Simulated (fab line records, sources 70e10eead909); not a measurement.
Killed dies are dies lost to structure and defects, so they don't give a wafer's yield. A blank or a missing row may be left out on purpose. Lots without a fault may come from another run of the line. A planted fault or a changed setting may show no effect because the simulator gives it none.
Chamber matching | flow nand_harc | NHARC_A_CONTACT_CMP_20 on cmp-03: 4 sister chambers
The step polishes, t overpolish 30 s, target thk 300 nm. 24 wafers are shown with their chamber, then 12 later ones without.

WAFERS WITH THEIR CHAMBER
wafer  | chamber | motor_current_A (A) | time_to_endpoint_s (s) | overpolish_run_s (s)
L076.1 | 3       | 13.0                | 61                     | 29.985
L076.5 | 3       | 13.3                | 61                     | 29.982
L076.6 | 0       | 12.8                | 63                     | 29.976
L079.2 | 1       | 10.6                | 58                     | 30.010
L079.4 | 0       | 12.6                | 58                     | 29.988
L079.5 | 0       | 12.4                | 55                     | 29.993
L077.1 | 0       | 13.2                | 57                     | 29.994
L077.5 | 1       | 10.5                | 63                     | 30.001
L077.6 | 2       | 12.1                | 57                     | 29.995
L084.2 | 2       | 11.4                | 58                     | 30.008
L084.3 | 1       | 10.2                | 63                     | 29.990
L084.4 | 0       | 12.6                | 57                     | 30.006
L085.1 | 0       | 12.7                | 60                     | 30.004
L085.4 | 3       | 12.8                | 57                     | 30.004
L085.5 | 1       | 10.7                | 62                     | 30.005
L086.1 | 0       | 13.0                | 59                     | 30.002
L086.2 | 2       | 11.4                | 60                     | 30.014
L086.5 | 0       | 12.6                | 58                     | 30.008
L088.1 | 1       | 10.9                | 64                     | 30.000
L088.3 | 2       | 11.5                | 61                     | 30.004
L088.4 | 0       | 13.0                | 60                     | 30.012
L092.1 | 0       | 12.2                | 61                     | 30.013
L092.2 | 1       | 10.0                | 64                     | 29.989
L092.4 | 3       | 13.3                | 61                     | 30.000

SIGNATURES (means of the wafers above)
reading            | chamber 0 | chamber 1 | chamber 2 | chamber 3 | scatter within a chamber
motor_current_A    | 12.710    | 10.483    | 11.600    | 13.100    | 0.306
time_to_endpoint_s | 58.80     | 62.33     | 59.00     | 60.00     | 2.18
overpolish_run_s   | 29.99960  | 29.99917  | 30.00525  | 29.99275  | 0.0103
Rule: a wafer's distance from a chamber is the root of the sum, over the readings, of the square of ((its reading less the chamber's mean) divided by the reading's scatter). The wafer belongs to the nearest chamber; if the next one is less than 2 further off, it can't be placed. The scatter: the root of (the sum of the squares of (reading less its chamber's mean) over the shown wafers, divided by (wafers less chambers)).

WAFERS WITHOUT THEIR CHAMBER
wafer  | motor_current_A (A) | time_to_endpoint_s (s) | overpolish_run_s (s)
L093.1 | 11.1                | 59                     | 30.001
L093.3 | 10.8                | 62                     | 29.994
L093.5 | 11.4                | 59                     | 29.996
L094.1 | 10.7                | 58                     | 29.989
L094.4 | 11.9                | 59                     | 30.010
L094.5 | 10.1                | 62                     | 30.002
L095.1 | 12.4                | 59                     | 30.000
L095.3 | 11.6                | 58                     | 30.019
L095.4 | 10.9                | 63                     | 30.000
L097.1 | 13.6                | 60                     | 29.999
L097.5 | 12.8                | 62                     | 30.000
L097.6 | 10.6                | 65                     | 30.023

WHICH CHAMBER EACH WENT THROUGH
wafer  | from the rows above          | in truth
L093.1 | can't be placed: 2 or 1      | 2
L093.3 | can't be placed: 1 or 2      | 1
L093.5 | 2                            | 2
L094.1 | can't be placed: 1 or 2      | 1
L094.4 | can't be placed: 2 or 0      | 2
L094.5 | 1                            | 1
L095.1 | can't be placed: 0 or 3 or 2 | 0
L095.3 | 2                            | 2
L095.4 | can't be placed: 1 or 2      | 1
L097.1 | can't be placed: 3 or 0      | 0
L097.5 | can't be placed: 0 or 3      | 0
L097.6 | can't be placed: 1 or 2      | 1
Placed correctly: 3 of 12. Can't be placed from these rows: 9 (the true chamber is among the candidates in 9). Placed wrongly: 0.
